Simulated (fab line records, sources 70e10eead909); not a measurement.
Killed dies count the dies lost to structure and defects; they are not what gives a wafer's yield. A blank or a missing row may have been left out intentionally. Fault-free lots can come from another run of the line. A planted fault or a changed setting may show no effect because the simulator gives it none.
8D (eight disciplines) problem report, filled in by code || flow nand_harc || the parts of the form that need people (team, actions taken, sign-off) are left out

1. THE PROBLEM
Wafers without a fault read 1002 nm, standard deviation 9.8; thk_nm at NHARC_A_ONON_D2_THK_MEAS_05 reads a mean of 1044 nm on 2 wafers belonging to 2 lots. That puts it +4.3 standard deviations away from the usual mean.
The step: measures by ellipsometry.
First observed at day 19 01:49: wafer L636.4, on film_metro-01. The record has a number at this step for 40 wafers belonging to 14 lots. Rule for "out" (also "out of limits"): further than 4 standard deviations from the usual mean. The rest of the wafers with a number are treated as sound.

2. WHAT IT IS; WHAT IT IS NOT
{"question": "which readings at this step", "is": "thk_nm", "is not": "-"}
{"question": "which lots", "is": "L636, L641", "is not": "L622, L623, L624, L625, L626, L630, L631, L632, L642, L643, L644, L645"}
{"question": "which wafers of those lots", "is": "L636.4, L641.4", "is not": "L636.1, L641.1"}
{"question": "read on which gauges", "is": "film_metro-01", "is not": "film_metro-02"}
{"question": "when", "is": "from day 19 01:49", "is not": "up to then (25 sound wafers); but 13 sound wafers of L641, L642, L643, L644, L645 came after"}

3. THE SUSPECTS, EACH WITH WHAT RULES IT OUT
Counting: any tool at a process step up to the reading remains a suspect provided it ran every lot that is out. Sound lots after the first of them don't rule it out here, since some wafers of a struck lot are sound.
- the gauge at NHARC_A_ONON_D2_THK_MEAS_05: kept. All the wafers that are out were read on film_metro-01, and no step on other tools shows them out.
- pecvd_onon-03 at NHARC_A_ONON_D2_DEP_03 (target thk 1000 nm): kept. It ran every lot that is out, first L636 (day 19 01:19); its last sound lot up to then is L632 (day 17 04:45).
Left after counting: pecvd_onon-03 at NHARC_A_ONON_D2_DEP_03, film_metro-01 at NHARC_A_ONON_D2_THK_MEAS_05.

4. THE CAUSE (what the simulator had put in)
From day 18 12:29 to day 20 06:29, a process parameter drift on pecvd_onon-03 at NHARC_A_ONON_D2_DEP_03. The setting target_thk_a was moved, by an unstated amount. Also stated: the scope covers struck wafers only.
Of the 2 suspects that counting leaves, this tool is one.

5. SEQUENCE OF EFFECTS, ordered by route
Rows list readings where the struck wafers' mean (over those with a number) sits beyond 3 standard deviations from the usual. Only readings for which the record gives a usual standard deviation are gone through. hours: the time from each lot's start at the first step in this table that gives one to its start at this step, as a median over the lots. sigmas: the change in usual standard deviations.
{"hours": 0, "step": "NHARC_A_ONON_D2_THK_MEAS_05", "reading": "thk_nm", "usual": "1002 nm", "on struck wafers": 1044, "change": "+42", "sigmas": "+4.3"}
Later measuring or inspecting steps at which every struck wafer that the step has a row for has a number for every such reading, and none has moved that far: NHARC_A_ONON_D2_THK_MEAS_24, NHARC_END_SORT_01.

6. WHAT WOULD HAVE CAUGHT IT SOONER
In this record the first reading out of limits at a measuring or inspecting step was taken at day 19 01:49, 13 hours after the fault began at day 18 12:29.
Of the lots that are out (2), L641 began NHARC_A_ONON_D2_DEP_03 on pecvd_onon-03 after day 19 01:49. Putting the tool on hold at that point would have spared it.
